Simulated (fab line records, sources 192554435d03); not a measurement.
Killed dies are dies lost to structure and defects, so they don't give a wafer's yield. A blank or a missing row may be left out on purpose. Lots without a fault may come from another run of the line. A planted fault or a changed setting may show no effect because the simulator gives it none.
Split-lot experiment | flow n5_finfet | 7 lots, 21 wafers read, on a route of 1938 steps

THE SPLIT
At N5_BEOL_M6_EXPOSE_25 (exposes mask V5, target cd 40 nm), the setting dose_mj was moved away from the recipe's 45 on 9 of the 21 wafers read, by -7.0% to +3.7%. The other wafers ran this setting at the recipe's value.

FROM THE SPLIT TO THE READING: what the file shows between them, 2 steps
- N5_BEOL_M6_PEB_26: peb time 60 s
- N5_BEOL_M6_DEVELOP_27: develop time 30 s

THE READING
cd_nm, in nm, at N5_BEOL_M6_CD_MEAS_28 (target cd 40 nm). Fault-free wafers of this fab line usually give 40.12 nm, standard deviation 0.25 nm.

wafer  | tool, chamber at the split | dose_mj as run | against the recipe | cd_nm, nm | against lot-mates on the recipe
L075.3 | euv_scanner-02, 0          | 46.68          | +3.7%              | 41.23     | no lot-mate on the recipe
L075.4 | euv_scanner-02, 0          | 46.68          | +3.7%              | 41.09     | no lot-mate on the recipe
L075.6 | euv_scanner-02, 0          | 46.68          | +3.7%              | 40.94     | no lot-mate on the recipe
L074.2 | euv_scanner-02, 0          | 46.63          | +3.6%              | 40.94     | +0.62
L074.3 | euv_scanner-02, 0          | 45             | recipe             | 40.12     | -
L074.6 | euv_scanner-02, 0          | 45             | recipe             | 40.51     | -
L083.3 | euv_scanner-02, 0          | 41.86          | -7.0%              | 38.10     | -2.15
L083.4 | euv_scanner-02, 0          | 45             | recipe             | 40.43     | -
L083.5 | euv_scanner-02, 0          | 45             | recipe             | 40.08     | -
L087.4 | euv_scanner-02, 0          | 45             | recipe             | 40.59     | -
L087.5 | euv_scanner-02, 0          | 43.21          | -4.0%              | 39.01     | -1.19
L087.6 | euv_scanner-02, 0          | 45             | recipe             | 39.81     | -
L086.1 | euv_scanner-01, 0          | 42.41          | -5.8%              | 38.97     | -1.53
L086.2 | euv_scanner-01, 0          | 45             | recipe             | 40.23     | -
L086.4 | euv_scanner-01, 0          | 45             | recipe             | 40.78     | -
L091.2 | euv_scanner-01, 0          | 42.07          | -6.5%              | 38.18     | -1.59
L091.3 | euv_scanner-01, 0          | 45             | recipe             | 39.77     | -
L091.5 | euv_scanner-01, 0          | 42.07          | -6.5%              | 38.45     | -1.32
L093.3 | euv_scanner-02, 0          | 45             | recipe             | 40.43     | -
L093.5 | euv_scanner-02, 0          | 45             | recipe             | 39.97     | -
L093.6 | euv_scanner-02, 0          | 45             | recipe             | 39.72     | -

THE FIT
A straight line over all 21 wafers: cd_nm changes by +0.265 nm for each +1% of dose_mj; r = +0.95; the points scatter about the line by 0.3 nm.
The same after taking each lot's own level away (the mean of its wafers on the recipe; 18 wafers): +0.25 nm for each +1%; r = +0.94; scatter 0.28 nm.
On that fit, the largest move of dose_mj shifts the reading by 1.7 nm.
The lots' own levels span 39.770 to 40.505 nm, that is 2.9 times the standard deviation above.
So the lot-to-lot level changes the slope little: the two slopes agree.
Check: with one of the wafers moved furthest among these (-7.0%) left out of the fit, the line predicts -1.66 nm for it against its lot-mates. It came out at -2.15 nm against them.

THE WHOLE CHAIN: every reading that the file lists as answering this split, in the file's order
step                   | what it does                                                        | reading                                                        | change (the file's fit)               | r (the file's)
N5_BEOL_M6_CD_MEAS_28  | target cd 40 nm                                                     | cd_nm                                                          | +0.263 nm for each +1% of the setting | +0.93
N5_BEOL_M6_DESCUM_33   | chemistry O2, time 7 s                                              | BEOL_M6.cd_nm (the simulator's own value, which no gauge read) | +0.242 nm for each +1% of the setting | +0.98
N5_BEOL_M6_ETCH_72     | etches underlayer in N2/H2, target depth 6.5 nm, time 5.2 s         | BEOL_M6.cd_nm (the simulator's own value, which no gauge read) | +0.234 nm for each +1% of the setting | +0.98
N5_BEOL_M6_ETCH_65     | etches SiARC in CF4, target depth 15.6 nm, time 26 s                | BEOL_M6.cd_nm (the simulator's own value, which no gauge read) | +0.246 nm for each +1% of the setting | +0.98
N5_BEOL_M6_ETCH_66     | etches SOC in N2/H2, target depth 80 nm, overetch 16 nm, time 120 s | BEOL_M6.cd_nm (the simulator's own value, which no gauge read) | +0.262 nm for each +1% of the setting | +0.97
N5_BEOL_M6_VIA_ETCH_34 | etches SiCOH lowk in C4F6/O2, target depth 126.3 nm, time 50.9 s    | BEOL_M6.cd_nm (the simulator's own value, which no gauge read) | +0.272 nm for each +1% of the setting | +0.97

THE FILE'S OWN FIT
cd_nm changes by +0.263 nm for each +1% of dose_mj, r = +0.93.
